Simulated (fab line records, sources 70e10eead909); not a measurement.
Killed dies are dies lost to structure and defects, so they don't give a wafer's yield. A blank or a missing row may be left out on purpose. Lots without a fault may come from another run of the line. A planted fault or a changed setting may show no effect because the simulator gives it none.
Problem report in the 8D (eight disciplines) form, filled by code | flow nand_harc | the parts of the form that need people (team, actions taken, sign-off) are left out

1. THE PROBLEM
thk_nm at NHARC_A_ONON_D1_THK_MEAS_18 reads a mean of 676 nm on 1 wafer of 1 lot; wafers without a fault read 997 nm with a standard deviation of 10. That is -32 standard deviations from the usual mean.
The step: measures by ellipsometry.
First seen on wafer L673.1, day 14 02:24, on film_metro-01. The record holds 37 wafers of 13 lots with a number at this step. Rule for "out", or "out of limits": more than 4 standard deviations from the usual mean. The other wafers with a number count as sound.

2. WHAT IT IS AND WHAT IT IS NOT
question                    | is                     | is not
which readings at this step | thk_nm                 | -
which lots                  | L673                   | L659, L661, L662, L663, L664, L665, L667, L677, L679, L680, L681, L682
which wafers of those lots  | all that have a number | -
read on which gauges        | film_metro-01          | film_metro-02
when                        | from day 14 02:24      | up to then (21 sound wafers); but 15 sound wafers of L677, L679, L680, L681, L682 came after

3. SUSPECTS, AND WHAT RULES EACH OUT
Counting: a tool at a process step up to the reading stays a suspect if it ran every lot that is out and no sound lot after the first of them.
- the gauge at NHARC_A_ONON_D1_THK_MEAS_18: kept. All the wafers that are out were read on film_metro-01, and no step on other tools shows them out.
- rie_si-06 at NHARC_A_ZERO_WELL_ETCH_13 (etches the open film in HBr/Cl2, target depth 120 nm, time 40.1 s): ruled out as a lasting fault. Sound lots L680, L681, L682 ran on it after its first lot that is out, L673 (day 12 15:41).
- pecvd_onon-01 at NHARC_A_ONON_D1_DEP_16 (target thk 1000 nm): ruled out as a lasting fault. Sound lots L679, L681, L682 ran on it after its first lot that is out, L673 (day 14 01:53).
Left after counting: film_metro-01 at NHARC_A_ONON_D1_THK_MEAS_18.

4. THE CAUSE (what the simulator had put in)
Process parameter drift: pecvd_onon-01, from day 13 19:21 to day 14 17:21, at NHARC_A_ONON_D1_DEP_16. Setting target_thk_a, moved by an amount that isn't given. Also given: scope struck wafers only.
Counting ruled it out, wrongly: the rule takes a fault to strike every lot that its tool runs from its start on, and this one did not.

5. THE CHAIN OF EFFECTS, in route order
Each row: a reading whose mean over the struck wafers that have a number lies more than 3 standard deviations from the usual. Only readings for which the record gives a usual standard deviation are gone through. hours: the time from each lot's start at the first step in this table that gives one to its start at this step, as a median over the lots. sigmas: the change in usual standard deviations.
hours | step                        | reading | usual  | on struck wafers | change | sigmas
0     | NHARC_A_ONON_D1_THK_MEAS_18 | thk_nm  | 997 nm | 676              | -321   | -32
Later measuring or inspecting steps at which every struck wafer that the step has a row for has a number for every such reading, and none has moved that far: NHARC_A_ONON_D1_INSPECT_32.

6. WHAT WOULD HAVE CAUGHT IT SOONER
In this record the first reading out of limits at a measuring or inspecting step was taken at day 14 02:24, 7 hours after the fault began at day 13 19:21.
Of the tool readings at NHARC_A_ONON_D1_DEP_16 for which the record gives a usual standard deviation, none was out on any struck wafer, so an alarm limit of 4 standard deviations on them would not have fired.
